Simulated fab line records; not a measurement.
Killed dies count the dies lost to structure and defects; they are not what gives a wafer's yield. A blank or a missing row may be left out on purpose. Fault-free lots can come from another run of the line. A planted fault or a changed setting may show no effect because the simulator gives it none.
Split-lot experiment | flow n5-finfet | on a route of 1938 steps: 7 lots, 21 wafers read

## THE SPLIT
At N5_BEOL_M13_CMP_49 (polishes, stops on SiOC, t overpolish 17.1 s, target thk 420 nm), the setting down-force-psi was moved away from the recipe's 1 psi on 7 of the 21 wafers read, by -22.3% to +18.9%. All remaining wafers had this setting at the recipe value.

The reading is taken at the split's own step.

## THE READING
barrier-field-endpoint-s, in s, at N5_BEOL_M13_CMP_49 (polishes, stops on SiOC, t overpolish 17.1 s, target thk 420 nm). Fault-free wafers of this fab line usually give 30.3 s, standard deviation 0.6 s.

wafer  | tool, chamber at the split | down-force-psi as run, psi | against the recipe | barrier-field-endpoint-s, s | against lot-mates on the recipe
L078.4 | cmp-03, 1                  | 1                          | recipe             | 31.0                        | -
L078.6 | cmp-03, 0                  | 1                          | recipe             | 31.1                        | -
L078.5 | cmp-03, 1                  | 1                          | recipe             | 30.7                        | -
L082.1 | cmp-04, 0                  | 1                          | recipe             | 30.5                        | -
L082.3 | cmp-04, 1                  | 1.14                       | +14.0%             | 27.1                        | -3.4
L082.4 | cmp-04, 2                  | 1.14                       | +14.0%             | 27.0                        | -3.5
L083.1 | cmp-01, 2                  | 1                          | recipe             | 30.8                        | -
L083.4 | cmp-01, 0                  | 1.189                      | +18.9%             | 26.4                        | -4.5
L083.5 | cmp-01, 2                  | 1                          | recipe             | 31.0                        | -
L086.2 | cmp-04, 0                  | 1                          | recipe             | 30.5                        | -
L086.6 | cmp-04, 1                  | 1                          | recipe             | 29.8                        | -
L086.5 | cmp-04, 2                  | 1                          | recipe             | 30.7                        | -
L091.4 | cmp-01, 2                  | 1                          | recipe             | 30.8                        | -
L091.6 | cmp-01, 2                  | 1.144                      | +14.4%             | 26.5                        | -4.0
L091.5 | cmp-01, 3                  | 1                          | recipe             | 30.2                        | -
L095.2 | cmp-03, 0                  | 0.7767                     | -22.3%             | 38.1                        | +8.3
L095.3 | cmp-03, 3                  | 0.7767                     | -22.3%             | 38.6                        | +8.8
L095.6 | cmp-03, 0                  | 1                          | recipe             | 29.8                        | -
L097.1 | cmp-01, 3                  | 1                          | recipe             | 30.9                        | -
L097.2 | cmp-01, 1                  | 0.8763                     | -12.4%             | 33.8                        | +3.3
L097.6 | cmp-01, 0                  | 1                          | recipe             | 30.0                        | -

FIT RESULTS
A straight line over all 21 wafers: barrier-field-endpoint-s changes by -0.296 s for each +1% of down-force-psi; r = -0.98; the points scatter about the line by 0.63 s.
The same after taking each lot's own level away (the mean of its wafers on the recipe; 21 wafers): -0.315 s for each +1%; r = -0.98; scatter 0.67 s.
On that fit, the largest move of down-force-psi shifts the reading by 7 s.
The lots' own levels span 29.80 to 30.93 s, that is 1.9 times the standard deviation above.
Consequently the slope shifts little with the lot-to-lot level, the two slopes agreeing.
Check: +6.95 s against its lot-mates is what the line predicts for one of the wafers moved furthest among these (-22.3%) when that wafer is left out of the fit. Against them it came out at +8.3 s.
Tool readings at the split's step, against how far the setting was moved: barrier-field-endpoint-s r = -0.98.

## OTHER SPLITS ON THESE WAFERS
Before the reading, these wafers also passed through other splits. Each is held against what the fit with the lots' levels taken away leaves over:
other split on the same wafers | wafers away from the commonest value | r with barrier-field-endpoint-s (lot level and that fit taken away)
N5_BEOL_M7_ALD_77 ald-cycles   | 10                                   | +0.11

## FILE'S OWN FIT
barrier-field-endpoint-s changes by -0.3 s for each +1% of down-force-psi, r = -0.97.
